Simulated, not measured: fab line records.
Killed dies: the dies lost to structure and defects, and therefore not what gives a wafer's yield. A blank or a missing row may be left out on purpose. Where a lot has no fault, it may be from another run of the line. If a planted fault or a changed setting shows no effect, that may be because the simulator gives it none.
Chamber matching / flow n5Finfet / N5_BEOL_M4_DEP_57 on pecvd-04 has 3 sister chambers
The step deposits SiCN from 3MS/NH3, target thk 8 nm, time 14 s. 3 wafers are shown with their chamber, then 8 later ones without.

== EACH WAFER AND ITS CHAMBER ==
wafer=L087.5; chamber=1; showerheadPlenumPTorr (Torr)=3.682
wafer=L088.6; chamber=2; showerheadPlenumPTorr (Torr)=3.648
wafer=L086.1; chamber=0; showerheadPlenumPTorr (Torr)=3.671

== WAFERS WITH NO CHAMBER GIVEN ==
wafer=L086.3; showerheadPlenumPTorr (Torr)=3.675
wafer=L086.4; showerheadPlenumPTorr (Torr)=3.675
wafer=L093.1; showerheadPlenumPTorr (Torr)=3.645
wafer=L093.3; showerheadPlenumPTorr (Torr)=3.674
wafer=L093.4; showerheadPlenumPTorr (Torr)=3.653
wafer=L097.2; showerheadPlenumPTorr (Torr)=3.668
wafer=L097.3; showerheadPlenumPTorr (Torr)=3.646
wafer=L097.6; showerheadPlenumPTorr (Torr)=3.657

== WHICH CHAMBER EACH WENT THROUGH ==
wafer=L086.3; from the rows above=can't be placed: 0 or 1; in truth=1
wafer=L086.4; from the rows above=can't be placed: 0 or 1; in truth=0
wafer=L093.1; from the rows above=2; in truth=2
wafer=L093.3; from the rows above=can't be placed: 0 or 1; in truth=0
wafer=L093.4; from the rows above=2; in truth=2
wafer=L097.2; from the rows above=0; in truth=0
wafer=L097.3; from the rows above=2; in truth=2
wafer=L097.6; from the rows above=can't be placed: 2 or 0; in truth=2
4 of 8 placed correctly. Can't be placed from these rows: 4 (the true chamber is among the candidates in 4). Number placed wrongly: 0.
How it was worked out, from the rows above alone: a wafer's distance from a chamber is the root of the sum, over the readings, of the square of ((its reading less the chamber's mean) divided by the reading's scatter). If the next closest chamber is less than 2 further off than the closest, the wafer can't be placed; otherwise it belongs to the closest. A chamber's mean is the mean of its shown wafers. The scatter: with one shown wafer a chamber, the root of the mean of the squares of how far each hidden wafer lies from its nearest shown one.
